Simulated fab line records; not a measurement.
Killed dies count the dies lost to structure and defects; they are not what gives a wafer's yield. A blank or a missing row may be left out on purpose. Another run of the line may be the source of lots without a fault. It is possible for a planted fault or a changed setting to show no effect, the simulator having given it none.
fab line records    flow n5Finfet
[record] lots = 7  wafers = 21
route steps=1938 shown BEOL_M15@1800 TV_OPEN@1888 PAD_METAL@1896 PASSIVATION@1902
startH: hours from the record's first day to the start of the lot's first wafer shown    waitH: hours since the lot's step before    " identical to the entry in the row above    L1.1+2: a single row standing in for several wafers    - no value present, or no start provided    * or withheld: withheld    < > ~ a bound
route shown NAME@n: NAME is a module with steps in the file, n the number in the route of the first one    usual: mean/standard deviation taken from wafers without a fault    same: alike in all rows    chamber/n: place in a boat    sites: readings site by site    _std_site: the standard deviation of these    _edge_site: the outer-site mean with the inner-site mean subtracted    radiusMm: how far each site lies from the wafer's centre    mask NAME#n: copy n    behind: tool/chamber where the wafer was last shaped    hold: why the lot went on hold/how many hours it stayed there/how the hold came to an end    device: names the non-switching transistor (n, p or np)    end of line: at the end of the route, the tests of the same wafers    a step without rows: its recipe alone    killed: dies lost to structure and defects at the first sort, not the wafer's yield    map: a wafer's dies, x killed, . not, _ none there
set.NAME: the setting as run; set.NAME@STEP: as run at that earlier step    model.NAME: the simulator's own value behind a step, which no gauge read
lots whose settings were changed on purpose; a table a step, a row a wafer
[[steps]]
[step N5_BEOL_M15_EXPOSE_25]
[recipe] maskId = M15  na = 0.8  sourceShape = annular  sigmaInner = 0.5  sigmaOuter = 0.8  polarization = unpolarized  targetCdNm = 400  doseMj = 35.5
lot.wafer   tool           chamber  startH  waitH  mask   set.doseMj
L074.1+5+6  krfScanner-02  0        236.58  -      M15#0  35.5
L077.1+2+3  krfScanner-01  0        256.69  -      M15#0  37.75
L082.1+4+5  krfScanner-01  0        286.34  -      M15#0  35.5
L083.3+4+6  krfScanner-02  0        294.02  -      M15#0  33.75
L091.1      krfScanner-02  0        348.98  -      M15#0  35.5
L091.2+4    "              0        "       "      M15#0  37.43
L092.2+5    krfScanner-01  0        354.90  -      M15#0  36.2
L092.6      "              0        "       "      M15#0  35.5
L094.1      krfScanner-01  0        359.36  -      M15#0  36.92
L094.3+5    "              0        "       "      M15#0  35.5
[step N5_BEOL_M15_PEB_26]
[recipe] pebTempC = 130  pebTimeS = 90
[step N5_BEOL_M15_DEVELOP_27]
[recipe] developTimeS = 45  rinseLiquid = diw  dry = airSpin  devTempC = 21
[step N5_BEOL_M15_HARDBAKE_32]
[recipe] tempC = 130  timeS = 120
[step N5_BEOL_M15_CD_MEAS_28]
[recipe] targetCdNm = 407.6  landingEnergyEv = 500  detector = seInlens
[usual] cdNm = 407.4/1.7
lot.wafer  tool      chamber  startH  waitH  set.doseMj@BEOL_M15_EXPOSE_25  cdNm
L074.1     cdSem-03  0        236.75  -      35.5                           407.8
L074.5     "         0        "       "      35.5                           406.6
L074.6     "         0        "       "      35.5                           407.2
L077.1     cdSem-02  0        256.86  -      37.75                          415.9
L077.2     "         0        "       "      37.75                          415.4
L077.3     "         0        "       "      37.75                          418.6
L082.1     cdSem-02  0        286.51  -      35.5                           412.7
L082.4     "         0        "       "      35.5                           410.3
L082.5     "         0        "       "      35.5                           410.2
L083.3     cdSem-01  0        294.19  -      33.75                          400.4
L083.4     "         0        "       "      33.75                          402.9
L083.6     "         0        "       "      33.75                          400.2
L091.1     cdSem-02  0        349.16  -      35.5                           410.2
L091.2     "         0        "       "      37.43                          417.2
L091.4     "         0        "       "      37.43                          417.2
L092.2     cdSem-01  0        355.07  -      36.2                           409.7
L092.5     "         0        "       "      36.2                           412.3
L092.6     "         0        "       "      35.5                           408.3
L094.1     cdSem-01  0        359.54  -      36.92                          412.5
L094.3     "         0        "       "      35.5                           407.2
L094.5     "         0        "       "      35.5                           406.6
[step N5_BEOL_M15_DESCUM_33]
[recipe] chemistry = O2  timeS = 7.9  sourcePowerW = 50  biasPowerW = 20  pressureMtorr = 20  rfFrequencyHz = 2.712e+07  tempC = 40  o2FlowSccm = 225
lot.wafer  tool        chamber  startH  waitH  set.doseMj@BEOL_M15_EXPOSE_25  model.BEOL_M15.cdNm
L074.1     rieDiel-03  3        237.01  0.2    35.5                           407.6
L074.5     "           3        "       "      35.5                           406.6
L074.6     "           0        "       "      35.5                           407.2
L077.1     rieDiel-06  2        256.97  0.1    37.75                          415.8
L077.2     "           1        "       "      37.75                          416
L077.3     "           3        "       "      37.75                          419
L082.1     rieDiel-02  0        286.60  0.0    35.5                           412.6
L082.4     "           1        "       "      35.5                           410.8
L082.5     "           2        "       "      35.5                           410
L083.3     rieDiel-06  3        294.31  0.1    33.75                          400.4
L083.4     "           1        "       "      33.75                          403
L083.6     "           0        "       "      33.75                          400.2
L091.1     rieDiel-06  2        349.24  0.0    35.5                           410.4
L091.2     "           1        "       "      37.43                          417
L091.4     "           3        "       "      37.43                          416.8
L092.2     rieDiel-06  2        355.40  0.3    36.2                           409.8
L092.5     "           2        "       "      36.2                           412
L092.6     "           1        "       "      35.5                           408.2
L094.1     rieDiel-02  2        359.62  0.0    36.92                          412.2
L094.3     "           3        "       "      35.5                           407.2
L094.5     "           2        "       "      35.5                           406.4
[step N5_BEOL_M15_ETCH_61]
[recipe] chemistry = N2/H2  target = BARC  targetDepthA = 890  overetchA = 267  timeS = 67.9  ionEnergyEv = 200  pressureMtorr = 30  sourceW = 840  biasW = 150  n2FlowSccm = 200  h2FlowSccm = 200
lot.wafer  tool        chamber  startH  waitH  set.doseMj@BEOL_M15_EXPOSE_25  model.BEOL_M15.cdNm
L074.1     rieDiel-03  3        237.04  0.0    35.5                           400.6
L074.5     "           3        "       "      35.5                           398.8
L074.6     "           0        "       "      35.5                           400
L077.1     rieDiel-06  2        257.00  0.0    37.75                          408.6
L077.2     "           1        "       "      37.75                          407.8
L077.3     "           3        "       "      37.75                          411.4
L082.1     rieDiel-02  0        286.63  0.0    35.5                           405.4
L082.4     "           1        "       "      35.5                           403.4
L082.5     "           2        "       "      35.5                           402.6
L083.3     rieDiel-06  3        294.35  0.0    33.75                          392.4
L083.4     "           1        "       "      33.75                          395.2
L083.6     "           0        "       "      33.75                          393.4
L091.1     rieDiel-06  2        349.28  0.0    35.5                           402.4
L091.2     "           1        "       "      37.43                          408.8
L091.4     "           3        "       "      37.43                          408.4
L092.2     rieDiel-06  2        355.43  0.0    36.2                           402.4
L092.5     "           2        "       "      36.2                           403.8
L092.6     "           1        "       "      35.5                           400.4
L094.1     rieDiel-02  2        359.66  0.0    36.92                          405.6
L094.3     "           3        "       "      35.5                           400.4
L094.5     "           2        "       "      35.5                           399.6
[step N5_PASSIVATION_VIA_ETCH_13]
[recipe] chemistry = CHF3/O2  target = SiO2  targetDepthA = 6600  CHF3_flow_sccm = 50  O2_flow_sccm = 5  Ar_flow_sccm = 200  timeS = 330  maskMaterial = PR  pressureMtorr = 30  sourceW = 650  biasW = 170  ionEnergyEv = 200  ends = cleared
[usual] rfVppV = 526/5.6
lot.wafer  tool        chamber  startH  waitH  set.sourceW  rfVppV
L074.1     rieDiel-02  2        246.93  0.0    690.2        508
L074.5     "           0        "       "      690.2        513
L074.6     "           3        "       "      650          526
L077.1     rieDiel-06  3        272.11  0.0    650          517
L077.2     "           0        "       "      650          517
L077.3     "           1        "       "      650          518
L082.1     rieDiel-06  2        300.57  0.0    650          534
L082.4     "           1        "       "      650          517
L082.5     "           1        "       "      650          518
L083.3     rieDiel-03  0        305.83  0.0    748.6        496
L083.4     "           3        "       "      748.6        497
L083.6     "           3        "       "      650          532
L091.1     rieDiel-03  2        362.14  0.0    573.2        555
L091.2     "           3        "       "      573.2        566
L091.4     "           0        "       "      650          532
L092.2     rieDiel-02  2        364.42  0.0    650          521
L092.5     "           0        "       "      534          583
L092.6     "           3        "       "      650          528
L094.1     rieDiel-03  3        368.53  0.0    709.6        509
L094.3     "           0        "       "      650          532
L094.5     "           2        "       "      709.6        500
[step N5_PASSIVATION_AL_DEP_21]
[recipe] material = Al  targetThkA = 28000  tempC = 400  timeS = 170  powerW = 30000  chamberPressurePa = 0.4  gas = Ar
lot.wafer  tool           chamber  startH  waitH  set.timeS  model.Al_of_PASSIVATION_AL_DEP_21.thkNm
L074.1     pvdSputter-01  -        248.04  0.1    161.6      2638
L074.5     "              -        "       "      161.6      2656
L074.6     "              -        "       "      161.6      2634
L077.1     pvdSputter-03  -        272.71  0.1    185.2      3087
L077.2     "              -        "       "      185.2      3067
L077.3     "              -        "       "      170        2819
L082.1     pvdSputter-01  -        301.57  0.1    170        2788
L082.4     "              -        "       "      170        2797
L082.5     "              -        "       "      170        2743
L083.3     pvdSputter-02  -        306.61  0.1    170        2830
L083.4     "              -        "       "      145.8      2441
L083.6     "              -        "       "      145.8      2431
L091.1     pvdSputter-03  -        363.70  0.1    170        2812
L091.2     "              -        "       "      189.3      3126
L091.4     "              -        "       "      189.3      3125
L092.2     pvdSputter-03  -        366.92  0.1    185.1      3011
L092.5     "              -        "       "      185.1      2998
L092.6     "              -        "       "      170        2753
L094.1     pvdSputter-01  -        369.27  0.1    170        2790
L094.3     "              -        "       "      177        2874
L094.5     "              -        "       "      170        2769
[step N5_PASSIVATION_PEB_28]
[recipe] pebTempC = withheld  pebTimeS = *
lot.wafer   tool           chamber  startH  waitH  set.pebTimeS
L074.1+5    lithoTrack-01  0        248.39  0.1    *
L074.6      "              0        "       "      *
L077.1+2    lithoTrack-01  0        273.08  0.1    *
L077.3      "              0        "       "      *
L082.1+4+5  lithoTrack-02  0        301.93  0.1    *
L083.3+6    lithoTrack-02  0        306.96  0.0    *
L083.4      "              0        "       "      *
L091.1+2+4  lithoTrack-01  0        364.05  0.1    *
L092.2+6    lithoTrack-05  0        367.27  0.0    *
L092.5      "              0        "       "      *
L094.1+3    lithoTrack-02  0        369.75  0.1    *
L094.5      "              0        "       "      *
[step N5_PASSIVATION_DEVELOP_29]
[recipe] developTimeS = 60  rinseLiquid = diw  dry = airSpin  devTempC = 21
[step N5_PASSIVATION_HARDBAKE_31]
[recipe] tempC = 130  timeS = 120
[step N5_PASSIVATION_CD_MEAS_30]
[recipe] targetCdNm = 4000  landingEnergyEv = 500  detector = seInlens  polarity = opening
[usual] cdNm = 3999.3/1.4
lot.wafer  tool      chamber  startH  waitH  set.pebTimeS@PASSIVATION_PEB_28  cdNm
L074.1     cdSem-02  0        248.51  -      *                                4001.3
L074.5     "         0        "       "      *                                3999.6
L074.6     "         0        "       "      *                                3997.8
L077.1     cdSem-01  0        273.20  -      *                                3993.3
L077.2     "         0        "       "      *                                3994.0
L077.3     "         0        "       "      *                                3999.6
L082.1     cdSem-01  0        302.05  -      *                                3998.8
L082.4     "         0        "       "      *                                3998.6
L082.5     "         0        "       "      *                                3997.5
L083.3     cdSem-01  0        307.08  -      *                                3999.7
L083.4     "         0        "       "      *                                4002.7
L083.6     "         0        "       "      *                                3998.0
L091.1     cdSem-03  0        364.17  -      *                                3999.8
L091.2     "         0        "       "      *                                4000.1
L091.4     "         0        "       "      *                                3999.1
L092.2     cdSem-03  0        367.39  -      *                                3994.4
L092.5     "         0        "       "      *                                3999.5
L092.6     "         0        "       "      *                                3993.2
L094.1     cdSem-03  0        369.87  -      *                                4003.3
L094.3     "         0        "       "      *                                4002.6
L094.5     "         0        "       "      *                                3999.4
[[key]]
[split] step = N5_BEOL_M15_EXPOSE_25  setting = doseMj  stated = 35.5  by = wafer
[response] step = N5_BEOL_M15_CD_MEAS_28  reading = cdNm  change = +1.33  per = 1%  r = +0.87
[response] step = N5_BEOL_M15_DESCUM_33  reading = model.BEOL_M15.cdNm  change = +1.26  per = 1%  r = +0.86
[response] step = N5_BEOL_M15_ETCH_61  reading = model.BEOL_M15.cdNm  change = +1.24  per = 1%  r = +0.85
[split] step = N5_PASSIVATION_VIA_ETCH_13  setting = sourceW  stated = 650  by = wafer
[response] step = N5_PASSIVATION_VIA_ETCH_13  reading = rfVppV  change = -2.81  per = 1%  r = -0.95
[split] step = N5_PASSIVATION_AL_DEP_21  setting = timeS  stated = 170  by = wafer
[response] step = N5_PASSIVATION_AL_DEP_21  reading = model.Al_of_PASSIVATION_AL_DEP_21.thkNm  change = +27.8  per = 1%  r = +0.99
[split] step = N5_PASSIVATION_PEB_28  setting = pebTimeS  stated = *  by = wafer
[response] step = N5_PASSIVATION_CD_MEAS_30  reading = cdNm  change = +0.3  per = 1%  r = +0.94
